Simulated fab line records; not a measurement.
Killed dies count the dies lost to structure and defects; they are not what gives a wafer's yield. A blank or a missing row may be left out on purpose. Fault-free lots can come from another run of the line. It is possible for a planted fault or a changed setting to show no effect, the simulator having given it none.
Which of the tools did it? || flow nand_harc || 13 lots with 39 wafers sampled at 5 steps, on a route of 1302 steps

## WHAT THE GAUGES READ, wafer by wafer
NHARC_END_SORT_01.
{"lot": "L727", "measured": "day 24 04:58", "on": "prober-02", "defect_limited_yield (%)": "89.2 89.7 87.9", "killed_at_array": "71 66 82", "killed_at_other": "2 0 0", "killed_at_periphery": "0 4 0", "killed_dies": "73 70 82", "killed_open": "4 5 5", "killed_short": "2 2 1"}
{"lot": "L728", "measured": "day 24 14:47", "on": "prober-02", "defect_limited_yield (%)": "91.0 91.4 90.8", "killed_at_array": "59 54 58", "killed_at_other": "0 1 0", "killed_at_periphery": "2 3 4", "killed_dies": "61 58 62", "killed_open": "2 3 5", "killed_short": "0 1 1"}
{"lot": "L733", "measured": "day 27 07:34", "on": "prober-02", "defect_limited_yield (%)": "84.9 84.0 80.1", "killed_at_array": "13 52 44", "killed_at_other": "89 53 91", "killed_at_periphery": "0 3 0", "killed_dies": "102 108 135", "killed_open": "0 1 4", "killed_short": "0 0 1"}
{"lot": "L734", "measured": "day 27 20:07", "on": "prober-02", "defect_limited_yield (%)": "82.7 80.8 82.1", "killed_at_array": "59 55 40", "killed_at_other": "50 71 74", "killed_at_periphery": "8 4 7", "killed_dies": "117 130 121", "killed_open": "8 4 2", "killed_short": "3 2 2"}
{"lot": "L739", "measured": "day 28 12:28", "on": "prober-02", "defect_limited_yield (%)": "87.7 88.6 87.9", "killed_at_array": "80 75 78", "killed_at_other": "0 0 0", "killed_at_periphery": "3 2 4", "killed_dies": "83 77 82", "killed_open": "2 2 3", "killed_short": "3 2 2"}
{"lot": "L740", "measured": "day 30 12:04", "on": "prober-02", "defect_limited_yield (%)": "94.2 95.6 95.1", "killed_at_array": "36 24 25", "killed_at_other": "0 0 0", "killed_at_periphery": "3 6 8", "killed_dies": "39 30 33", "killed_open": "3 3 3", "killed_short": "4 3 3"}
{"lot": "L741", "measured": "day 31 03:28", "on": "prober-01", "defect_limited_yield (%)": "94.1 95.0 93.6", "killed_at_array": "34 31 38", "killed_at_other": "4 1 2", "killed_at_periphery": "2 2 3", "killed_dies": "40 34 43", "killed_open": "6 2 3", "killed_short": "2 2 3"}
{"lot": "L746", "measured": "day 31 14:07", "on": "prober-02", "defect_limited_yield (%)": "90.3 90.8 85.8", "killed_at_array": "63 60 91", "killed_at_other": "0 1 0", "killed_at_periphery": "3 1 5", "killed_dies": "66 62 96", "killed_open": "1 3 3", "killed_short": "1 1 4"}
{"lot": "L745", "measured": "day 32 05:58", "on": "prober-02", "defect_limited_yield (%)": "92.8 91.9 92.0", "killed_at_array": "39 51 49", "killed_at_other": "0 0 0", "killed_at_periphery": "10 4 5", "killed_dies": "49 55 54", "killed_open": "4 2 3", "killed_short": "1 2 1"}
{"lot": "L747", "measured": "day 32 19:12", "on": "prober-01", "defect_limited_yield (%)": "89.2 89.7 91.4", "killed_at_array": "68 67 55", "killed_at_other": "2 0 2", "killed_at_periphery": "3 3 1", "killed_dies": "73 70 58", "killed_open": "4 2 3", "killed_short": "3 3 0"}
{"lot": "L748", "measured": "day 33 04:34", "on": "prober-02", "defect_limited_yield (%)": "90.7 90.5 90.3", "killed_at_array": "57 63 61", "killed_at_other": "1 0 0", "killed_at_periphery": "5 1 5", "killed_dies": "63 64 66", "killed_open": "3 3 3", "killed_short": "5 1 4"}
{"lot": "L750", "measured": "day 33 20:29", "on": "prober-01", "defect_limited_yield (%)": "92.8 91.1 92.3", "killed_at_array": "44 55 49", "killed_at_other": "4 3 1", "killed_at_periphery": "1 2 2", "killed_dies": "49 60 52", "killed_open": "2 3 2", "killed_short": "5 3 4"}
{"lot": "L749", "measured": "day 35 07:50", "on": "prober-01", "defect_limited_yield (%)": "91.7 91.9 91.4", "killed_at_array": "52 53 56", "killed_at_other": "1 0 0", "killed_at_periphery": "3 2 2", "killed_dies": "56 55 58", "killed_open": "3 2 1", "killed_short": "3 1 5"}

## WHAT TOOL EACH LOT RAN ON (gives the tool, then ch and the chambers of the sampled wafers, and finally the start)
{"lot": "L727", "NHARC_THIN_TSV_CMP_01": "cmp-03 ch 0,1,2, day 23 10:52", "NHARC_THIN_TSV_DESCUM_14": "rie_diel-05 ch 0,1,3, day 23 12:20", "NHARC_THIN_TSV_ETCHBACK_48": "rie_diel-01 ch 2,3, day 23 14:34", "NHARC_THIN_TSV_DEGAS_49": "pvd_sputter-01, day 23 15:04"}
{"lot": "L728", "NHARC_THIN_TSV_CMP_01": "cmp-01 ch 0,2,3, day 23 22:46", "NHARC_THIN_TSV_DESCUM_14": "rie_diel-05 ch 1,2, day 24 00:12", "NHARC_THIN_TSV_ETCHBACK_48": "rie_diel-05 ch 2,3, day 24 02:19", "NHARC_THIN_TSV_DEGAS_49": "pvd_sputter-01, day 24 02:48"}
{"lot": "L733", "NHARC_THIN_TSV_CMP_01": "cmp-01 ch 0,1,3, day 26 14:07", "NHARC_THIN_TSV_DESCUM_14": "rie_diel-13 ch 1,2,3, day 26 15:37", "NHARC_THIN_TSV_ETCHBACK_48": "rie_diel-01 ch 0,2,3, day 26 17:48", "NHARC_THIN_TSV_DEGAS_49": "pvd_sputter-01, day 26 18:17"}
{"lot": "L734", "NHARC_THIN_TSV_CMP_01": "cmp-02 ch 0,2, day 27 02:16", "NHARC_THIN_TSV_DESCUM_14": "rie_diel-01 ch 0,1,3, day 27 03:46", "NHARC_THIN_TSV_ETCHBACK_48": "rie_diel-01 ch 1,2, day 27 05:52", "NHARC_THIN_TSV_DEGAS_49": "pvd_sputter-02, day 27 06:22"}
{"lot": "L739", "NHARC_THIN_TSV_CMP_01": "cmp-02 ch 0,2,3, day 27 12:35", "NHARC_THIN_TSV_DESCUM_14": "rie_diel-05 ch 2,3, day 27 14:04", "NHARC_THIN_TSV_ETCHBACK_48": "rie_diel-05 ch 2,3, day 27 16:22", "NHARC_THIN_TSV_DEGAS_49": "pvd_sputter-01, day 27 16:55"}
{"lot": "L740", "NHARC_THIN_TSV_CMP_01": "cmp-02 ch 0,2,3, day 29 20:46", "NHARC_THIN_TSV_DESCUM_14": "rie_diel-01 ch 1,2,3, day 29 22:06", "NHARC_THIN_TSV_ETCHBACK_48": "rie_diel-01 ch 0,1,2, day 30 00:13", "NHARC_THIN_TSV_DEGAS_49": "pvd_sputter-02, day 30 01:16"}
{"lot": "L741", "NHARC_THIN_TSV_CMP_01": "cmp-03 ch 0,2,3, day 30 11:14", "NHARC_THIN_TSV_DESCUM_14": "rie_diel-01 ch 0,2,3, day 30 12:36", "NHARC_THIN_TSV_ETCHBACK_48": "rie_diel-01 ch 0,1,2, day 30 14:44", "NHARC_THIN_TSV_DEGAS_49": "pvd_sputter-02, day 30 15:14"}
{"lot": "L746", "NHARC_THIN_TSV_CMP_01": "cmp-01 ch 1,2,3, day 30 19:55", "NHARC_THIN_TSV_DESCUM_14": "rie_diel-05 ch 0,1,3, day 30 21:24", "NHARC_THIN_TSV_ETCHBACK_48": "rie_diel-01 ch 1,2,3, day 30 23:40", "NHARC_THIN_TSV_DEGAS_49": "pvd_sputter-03, day 31 00:12"}
{"lot": "L745", "NHARC_THIN_TSV_CMP_01": "cmp-01 ch 0,1, day 31 13:52", "NHARC_THIN_TSV_DESCUM_14": "rie_diel-13 ch 2,3, day 31 15:13", "NHARC_THIN_TSV_ETCHBACK_48": "rie_diel-05 ch 0,2,3, day 31 17:19", "NHARC_THIN_TSV_DEGAS_49": "pvd_sputter-02, day 31 17:49"}
{"lot": "L747", "NHARC_THIN_TSV_CMP_01": "cmp-03 ch 2,3, day 32 01:18", "NHARC_THIN_TSV_DESCUM_14": "rie_diel-01 ch 1,2,3, day 32 02:47", "NHARC_THIN_TSV_ETCHBACK_48": "rie_diel-05 ch 1,3, day 32 04:52", "NHARC_THIN_TSV_DEGAS_49": "pvd_sputter-01, day 32 05:25"}
{"lot": "L748", "NHARC_THIN_TSV_CMP_01": "cmp-02 ch 1,3, day 32 12:22", "NHARC_THIN_TSV_DESCUM_14": "rie_diel-01 ch 1,3, day 32 13:43", "NHARC_THIN_TSV_ETCHBACK_48": "rie_diel-05 ch 1,2,3, day 32 15:49", "NHARC_THIN_TSV_DEGAS_49": "pvd_sputter-02, day 32 16:21"}
{"lot": "L750", "NHARC_THIN_TSV_CMP_01": "cmp-02 ch 0,1,2, day 33 02:19", "NHARC_THIN_TSV_DESCUM_14": "rie_diel-13 ch 2,3, day 33 03:49", "NHARC_THIN_TSV_ETCHBACK_48": "rie_diel-01 ch 0,1,3, day 33 05:53", "NHARC_THIN_TSV_DEGAS_49": "pvd_sputter-01, day 33 06:29"}
{"lot": "L749", "NHARC_THIN_TSV_CMP_01": "cmp-02 ch 1,2,3, day 34 14:52", "NHARC_THIN_TSV_DESCUM_14": "rie_diel-13 ch 1,2,3, day 34 16:22", "NHARC_THIN_TSV_ETCHBACK_48": "rie_diel-13 ch 0,2, day 34 18:28", "NHARC_THIN_TSV_DEGAS_49": "pvd_sputter-03, day 34 18:59"}
- NHARC_THIN_TSV_CMP_01: polishes.
- NHARC_THIN_TSV_DESCUM_14: chemistry O2, time 3 s.
- NHARC_THIN_TSV_ETCHBACK_48: etches the open film in C4F8/Ar, target depth 1028.5 nm, time 405.17 s.
- NHARC_THIN_TSV_DEGAS_49: time 120 s.

## WHAT THE TOOLS THEMSELVES READ (means of the sampled wafers that have a number; where no wafer has one, the mark that the record gives instead)
NHARC_THIN_TSV_CMP_01.
{"lot": "L727", "tool": "cmp-03", "motor_current_A (A)": 12.3}
{"lot": "L728", "tool": "cmp-01", "motor_current_A (A)": 12.7}
{"lot": "L733", "tool": "cmp-01", "motor_current_A (A)": 12.4}
{"lot": "L734", "tool": "cmp-02", "motor_current_A (A)": 11.3}
{"lot": "L739", "tool": "cmp-02", "motor_current_A (A)": 11.6}
{"lot": "L740", "tool": "cmp-02", "motor_current_A (A)": 11.5}
{"lot": "L741", "tool": "cmp-03", "motor_current_A (A)": 12.4}
{"lot": "L746", "tool": "cmp-01", "motor_current_A (A)": 12.3}
{"lot": "L745", "tool": "cmp-01", "motor_current_A (A)": 12.0}
{"lot": "L747", "tool": "cmp-03", "motor_current_A (A)": 11.8}
{"lot": "L748", "tool": "cmp-02", "motor_current_A (A)": 11.3}
{"lot": "L750", "tool": "cmp-02", "motor_current_A (A)": 11.6}
{"lot": "L749", "tool": "cmp-02", "motor_current_A (A)": 11.0}

NHARC_THIN_TSV_DESCUM_14.
{"lot": "L727", "tool": "rie_diel-05", "drypump_motor_current_A (A)": 5.7, "mfc_ar_sccm (sccm)": 0.002, "oes_product_au (a.u.)": 0.995, "rf_vpp_V (V)": 57.9, "showerhead_plenum_p_Torr (Torr)": 1.91, "throttle_valve_pct (%)": 11.309}
{"lot": "L728", "tool": "rie_diel-05", "drypump_motor_current_A (A)": 6.2, "mfc_ar_sccm (sccm)": 0.002, "oes_product_au (a.u.)": 0.989, "rf_vpp_V (V)": 57.3, "showerhead_plenum_p_Torr (Torr)": 1.82, "throttle_valve_pct (%)": 11.307}
{"lot": "L733", "tool": "rie_diel-13", "drypump_motor_current_A (A)": 5.5, "mfc_ar_sccm (sccm)": 0.027, "oes_product_au (a.u.)": 1.004, "rf_vpp_V (V)": 58.2, "showerhead_plenum_p_Torr (Torr)": 1.85, "throttle_valve_pct (%)": 11.312}
{"lot": "L734", "tool": "rie_diel-01", "drypump_motor_current_A (A)": 5.9, "mfc_ar_sccm (sccm)": 0.033, "oes_product_au (a.u.)": 0.989, "rf_vpp_V (V)": 58.8, "showerhead_plenum_p_Torr (Torr)": 1.88, "throttle_valve_pct (%)": 11.308}
{"lot": "L739", "tool": "rie_diel-05", "drypump_motor_current_A (A)": 5.5, "mfc_ar_sccm (sccm)": 0.002, "oes_product_au (a.u.)": 0.998, "rf_vpp_V (V)": 57.3, "showerhead_plenum_p_Torr (Torr)": 1.87, "throttle_valve_pct (%)": 11.319}
{"lot": "L740", "tool": "rie_diel-01", "drypump_motor_current_A (A)": 6.1, "mfc_ar_sccm (sccm)": 0.020, "oes_product_au (a.u.)": 1.005, "rf_vpp_V (V)": 58.0, "showerhead_plenum_p_Torr (Torr)": 1.91, "throttle_valve_pct (%)": 11.310}
{"lot": "L741", "tool": "rie_diel-01", "drypump_motor_current_A (A)": 6.1, "mfc_ar_sccm (sccm)": 0.022, "oes_product_au (a.u.)": 0.998, "rf_vpp_V (V)": 57.2, "showerhead_plenum_p_Torr (Torr)": 1.94, "throttle_valve_pct (%)": 11.302}
{"lot": "L746", "tool": "rie_diel-05", "drypump_motor_current_A (A)": 5.7, "mfc_ar_sccm (sccm)": 0.002, "oes_product_au (a.u.)": 0.993, "rf_vpp_V (V)": 57.2, "showerhead_plenum_p_Torr (Torr)": 1.91, "throttle_valve_pct (%)": 11.308}
{"lot": "L745", "tool": "rie_diel-13", "drypump_motor_current_A (A)": 5.9, "mfc_ar_sccm (sccm)": 0.020, "oes_product_au (a.u.)": 1.000, "rf_vpp_V (V)": 57.0, "showerhead_plenum_p_Torr (Torr)": 1.83, "throttle_valve_pct (%)": 11.315}
{"lot": "L747", "tool": "rie_diel-01", "drypump_motor_current_A (A)": 6.1, "mfc_ar_sccm (sccm)": 0.020, "oes_product_au (a.u.)": 0.992, "rf_vpp_V (V)": 57.8, "showerhead_plenum_p_Torr (Torr)": 1.90, "throttle_valve_pct (%)": 11.309}
{"lot": "L748", "tool": "rie_diel-01", "drypump_motor_current_A (A)": 6.0, "mfc_ar_sccm (sccm)": 0.031, "oes_product_au (a.u.)": 0.992, "rf_vpp_V (V)": 56.3, "showerhead_plenum_p_Torr (Torr)": 1.85, "throttle_valve_pct (%)": 11.317}
{"lot": "L750", "tool": "rie_diel-13", "drypump_motor_current_A (A)": 5.4, "mfc_ar_sccm (sccm)": 0.019, "oes_product_au (a.u.)": 1.001, "rf_vpp_V (V)": 57.8, "showerhead_plenum_p_Torr (Torr)": 1.87, "throttle_valve_pct (%)": 11.315}
{"lot": "L749", "tool": "rie_diel-13", "drypump_motor_current_A (A)": 5.5, "mfc_ar_sccm (sccm)": 0.027, "oes_product_au (a.u.)": 1.005, "rf_vpp_V (V)": 56.9, "showerhead_plenum_p_Torr (Torr)": 1.84, "throttle_valve_pct (%)": 11.309}

NHARC_THIN_TSV_ETCHBACK_48.
{"lot": "L727", "tool": "rie_diel-01", "oes_product_au (a.u.)": 0.98, "rf_vpp_V (V)": 547.8}
{"lot": "L728", "tool": "rie_diel-05", "oes_product_au (a.u.)": 0.91, "rf_vpp_V (V)": 546.0}
{"lot": "L733", "tool": "rie_diel-01", "oes_product_au (a.u.)": 0.93, "rf_vpp_V (V)": 548.1}
{"lot": "L734", "tool": "rie_diel-01", "oes_product_au (a.u.)": 0.93, "rf_vpp_V (V)": 544.5}
{"lot": "L739", "tool": "rie_diel-05", "oes_product_au (a.u.)": 0.92, "rf_vpp_V (V)": 546.2}
{"lot": "L740", "tool": "rie_diel-01", "oes_product_au (a.u.)": 0.92, "rf_vpp_V (V)": 546.5}
{"lot": "L741", "tool": "rie_diel-01", "oes_product_au (a.u.)": 0.93, "rf_vpp_V (V)": 546.6}
{"lot": "L746", "tool": "rie_diel-01", "oes_product_au (a.u.)": 0.92, "rf_vpp_V (V)": 546.4}
{"lot": "L745", "tool": "rie_diel-05", "oes_product_au (a.u.)": 0.91, "rf_vpp_V (V)": 546.6}
{"lot": "L747", "tool": "rie_diel-05", "oes_product_au (a.u.)": 0.99, "rf_vpp_V (V)": 544.4}
{"lot": "L748", "tool": "rie_diel-05", "oes_product_au (a.u.)": 0.92, "rf_vpp_V (V)": 544.8}
{"lot": "L750", "tool": "rie_diel-01", "oes_product_au (a.u.)": 0.93, "rf_vpp_V (V)": 546.0}
{"lot": "L749", "tool": "rie_diel-13", "oes_product_au (a.u.)": 0.93, "rf_vpp_V (V)": 545.6}

NHARC_THIN_TSV_DEGAS_49.
{"lot": "L727", "tool": "pvd_sputter-01", "heater_power_w (W)": 479}
{"lot": "L728", "tool": "pvd_sputter-01", "heater_power_w (W)": 464}
{"lot": "L733", "tool": "pvd_sputter-01", "heater_power_w (W)": 460}
{"lot": "L734", "tool": "pvd_sputter-02", "heater_power_w (W)": 507}
{"lot": "L739", "tool": "pvd_sputter-01", "heater_power_w (W)": 471}
{"lot": "L740", "tool": "pvd_sputter-02", "heater_power_w (W)": 463}
{"lot": "L741", "tool": "pvd_sputter-02", "heater_power_w (W)": 471}
{"lot": "L746", "tool": "pvd_sputter-03", "heater_power_w (W)": 459}
{"lot": "L745", "tool": "pvd_sputter-02", "heater_power_w (W)": 432}
{"lot": "L747", "tool": "pvd_sputter-01", "heater_power_w (W)": 466}
{"lot": "L748", "tool": "pvd_sputter-02", "heater_power_w (W)": 466}
{"lot": "L750", "tool": "pvd_sputter-01", "heater_power_w (W)": 459}
{"lot": "L749", "tool": "pvd_sputter-03", "heater_power_w (W)": 464}

## THE ANSWER, worked out from the rows above alone
Rule: usual is defined by the lots themselves. Put in order of their means at a reading, lots are off if they are a third of the lots or fewer, leave a main group of 4 or more, and stand apart from it by a gap of 3 or more times the standard deviation of the main group's means; of several such gaps the widest counts. Not used: any main group whose means are identical at the precision the tables above print for the reading. Also off: a lot with no number at a reading for which 4 or more lots have one. Where the step has rows for the other lots, those lots are counted as sound. First the gauges in route order, then the tools' own readings, where a lot's mean is used as printed above. The first step at which some lot is off is used, and at that step the reading that is off furthest; a lot without a number counts as furthest.
Off, at NHARC_END_SORT_01 on killed_at_other: L733, L734. Main group: mean 0.8, sd 0.9.
If a tool, at a process step before that reading, ran all the lots that are off and no sound lot after the first of them, it fits. Those tools and the gauges at NHARC_END_SORT_01 are tried in the same way. None of those tried fits.

## WHAT WAS PUT IN BY THE SIMULATOR
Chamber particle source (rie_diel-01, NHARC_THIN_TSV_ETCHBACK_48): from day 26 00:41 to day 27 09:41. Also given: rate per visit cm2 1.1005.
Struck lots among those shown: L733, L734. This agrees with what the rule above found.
